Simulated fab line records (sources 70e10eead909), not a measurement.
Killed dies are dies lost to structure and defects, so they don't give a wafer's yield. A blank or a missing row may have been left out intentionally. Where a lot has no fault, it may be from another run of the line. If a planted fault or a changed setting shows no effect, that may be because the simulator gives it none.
Matching of chambers + flow nand_harc + 4 sister chambers for NHARC_A_BONDPAD_CMP_29 on cmp-03
The step polishes SiCN, target thk 200 nm. 14 wafers are shown with their chamber, then 7 later ones without.

## WAFERS, EACH WITH ITS CHAMBER
| wafer  | chamber | motor_current_A (A) |
|--------|---------|---------------------|
| L629.3 | 2       | 12.8                |
| L629.4 | 1       | 11.7                |
| L629.6 | 2       | 13.2                |
| L632.4 | 3       | 13.8                |
| L632.5 | 1       | 12.2                |
| L632.6 | 0       | 12.7                |
| L633.1 | 1       | 12.2                |
| L633.5 | 3       | 13.5                |
| L633.6 | 2       | 12.9                |
| L635.1 | 0       | 13.1                |
| L635.5 | 3       | 14.0                |
| L635.6 | 0       | 13.1                |
| L637.1 | 0       | 12.1                |
| L637.3 | 1       | 12.9                |

SIGNATURES (averages over the wafers above)
| reading         | chamber 0 | chamber 1 | chamber 2 | chamber 3 | scatter within a chamber |
|-----------------|-----------|-----------|-----------|-----------|--------------------------|
| motor_current_A | 12.750    | 12.250    | 12.967    | 13.767    | 0.402                    |
Rule: a wafer's distance from a chamber is the root of the sum, over the readings, of the square of ((its reading less the chamber's mean) divided by the reading's scatter). If the next closest chamber is less than 2 further off than the closest, the wafer can't be placed; otherwise it belongs to the closest. The scatter is the square root of a quotient: the sum, over the shown wafers, of each reading's squared deviation from its chamber's mean, divided by wafers minus chambers.

## WAFERS MISSING THEIR CHAMBER
| wafer  | motor_current_A (A) |
|--------|---------------------|
| L637.5 | 13.3                |
| L643.2 | 12.4                |
| L643.4 | 12.9                |
| L643.5 | 12.9                |
| L646.1 | 12.6                |
| L646.3 | 13.9                |
| L646.4 | 13.5                |

## CHAMBER TAKEN BY EACH
| wafer  | from the rows above               | in truth |
|--------|-----------------------------------|----------|
| L637.5 | can't be placed: 2 or 3 or 0 or 1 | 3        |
| L643.2 | can't be placed: 1 or 0 or 2      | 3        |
| L643.4 | can't be placed: 2 or 0 or 1 or 3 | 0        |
| L643.5 | can't be placed: 2 or 0 or 1 or 3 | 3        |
| L646.1 | can't be placed: 0 or 1 or 2      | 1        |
| L646.3 | can't be placed: 3 or 2           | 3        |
| L646.4 | can't be placed: 3 or 2 or 0      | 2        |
0 of 7 placed correctly. Not placeable from these rows: 7 (in 6, the candidates include the true chamber). Number placed wrongly: 0.
